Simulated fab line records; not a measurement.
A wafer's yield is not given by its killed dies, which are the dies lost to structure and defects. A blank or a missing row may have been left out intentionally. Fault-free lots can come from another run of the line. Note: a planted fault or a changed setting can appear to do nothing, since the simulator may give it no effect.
Split-lot experiment | flow n5_finfet | route with 1938 steps; 7 lots, 39 wafers read

THE SPLIT
At N5_MOL_CONTACT_COAG_ETCH_105 (etches SiARC in CF4, target depth 15.6 nm, time 26 s), the setting bias_w was moved away from the recipe's 36 W on 15 of the 39 wafers read, by +5.8% to +17.9%. All remaining wafers had this setting at the recipe value.

The split's own step is where the reading is taken.

THE READING
rf_vpp_V, in V, at N5_MOL_CONTACT_COAG_ETCH_105 (etches SiARC in CF4, target depth 15.6 nm, time 26 s). A value of 184.1 V with a standard deviation of 1 V is what fault-free wafers of this fab line usually give.

wafer  | tool, chamber at the split | bias_w as run, W | against the recipe | rf_vpp_V, V | against lot-mates on the recipe
L081.1 | rie_diel-01, 0             | 36               | recipe             | 183.7       | -
L081.2 | rie_diel-01, 3             | 42.46            | +17.9%             | 204.2       | +20.5
L081.3 | rie_diel-01, 1             | 36               | recipe             | 184.9       | -
L081.4 | rie_diel-01, 2             | 36               | recipe             | 182.4       | -
L081.5 | rie_diel-01, 3             | 42.46            | +17.9%             | 205.4       | +21.7
L081.6 | rie_diel-01, 0             | 42.46            | +17.9%             | 205.2       | +21.5
L083.1 | rie_diel-06, 2             | 36               | recipe             | 185.2       | -
L083.2 | rie_diel-06, 0             | 41.51            | +15.3%             | 200.8       | +16.1
L083.3 | rie_diel-06, 1             | 36               | recipe             | 183.9       | -
L083.4 | rie_diel-06, 3             | 41.51            | +15.3%             | 200.8       | +16.1
L083.5 | rie_diel-06, 1             | 36               | recipe             | 185.1       | -
L083.6 | rie_diel-06, 2             | 41.51            | +15.3%             | 202.8       | +18.1
L089.1 | rie_diel-06, 0             | 36               | recipe             | 184.2       | -
L089.2 | rie_diel-06, 2             | 41.01            | +13.9%             | 199.5       | +14.3
L089.3 | rie_diel-06, 1             | 41.01            | +13.9%             | 201.5       | +16.3
L089.4 | rie_diel-06, 3             | 36               | recipe             | 184.5       | -
L089.5 | rie_diel-06, 2             | 41.01            | +13.9%             | 201.7       | +16.5
L089.6 | rie_diel-06, 1             | 36               | recipe             | 186.8       | -
L090.2 | rie_diel-04, 1             | 36               | recipe             | 184.1       | -
L090.4 | rie_diel-04, 2             | 36               | recipe             | 185.9       | -
L090.5 | rie_diel-04, 1             | 36               | recipe             | 183.9       | -
L094.1 | rie_diel-06, 0             | 36               | recipe             | 181.8       | -
L094.2 | rie_diel-06, 3             | 36               | recipe             | 183.4       | -
L094.3 | rie_diel-06, 2             | 36               | recipe             | 183.7       | -
L094.4 | rie_diel-06, 0             | 36               | recipe             | 184.1       | -
L094.5 | rie_diel-06, 3             | 36               | recipe             | 184.0       | -
L094.6 | rie_diel-06, 2             | 36               | recipe             | 184.5       | -
L096.1 | rie_diel-06, 3             | 40.33            | +12.0%             | 197.7       | +14.4
L096.2 | rie_diel-06, 0             | 36               | recipe             | 183.5       | -
L096.3 | rie_diel-06, 2             | 36               | recipe             | 183.2       | -
L096.4 | rie_diel-06, 3             | 40.33            | +12.0%             | 197.3       | +14.0
L096.5 | rie_diel-06, 0             | 36               | recipe             | 183.2       | -
L096.6 | rie_diel-06, 2             | 40.33            | +12.0%             | 197.4       | +14.1
L097.1 | rie_diel-04, 1             | 36               | recipe             | 183.1       | -
L097.2 | rie_diel-04, 2             | 38.1             | +5.8%              | 191.8       | +8.4
L097.3 | rie_diel-04, 0             | 36               | recipe             | 184.1       | -
L097.4 | rie_diel-04, 3             | 38.1             | +5.8%              | 190.6       | +7.2
L097.5 | rie_diel-04, 2             | 38.1             | +5.8%              | 191.9       | +8.5
L097.6 | rie_diel-04, 3             | 36               | recipe             | 183.0       | -

THE FIT
A straight line over all 39 wafers: rf_vpp_V changes by +1.16 V for each +1% of bias_w; r = +0.99; the points scatter about the line by 1 V.
The same after taking each lot's own level away (the mean of its wafers on the recipe; 39 wafers): +1.15 V for each +1%; r = +0.99; scatter 0.94 V.
Per that fit: largest bias_w move, reading shift of 21 V.
Across the lots, their own levels run from 183.30 to 185.17 V, a range of 1.9 times the standard deviation given above.
Hence the lot-to-lot level has little effect on the slope; both slopes agree.
Check: +20.8 V against its lot-mates is what the line predicts for one of the wafers moved furthest among these (+17.9%) when that wafer is left out of the fit. Against them it came out at +20.5 V.
Tool readings at the split's step, against how far the setting was moved: rf_vpp_V r = +0.99.

THE OTHER SPLITS THESE WAFERS WENT THROUGH
These wafers also went through other splits before the reading. Each is held against what the fit with the lots' levels taken away leaves over:
other split on the same wafers       | wafers away from the commonest value | r with rf_vpp_V (lot level and that fit taken away)
N5_DUMMY_GATE_EXPOSE_12 dose_mj      | 18                                   | +0.14
N5_DUMMY_GATE_ETCH_31 target_depth_a | 15                                   | -0.16
N5_HKMG_FIN_ETCH_35 bias_w           | 18                                   | +0.09

THE FILE'S OWN FIT
rf_vpp_V changes by +1.16 V for each +1% of bias_w, r = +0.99.
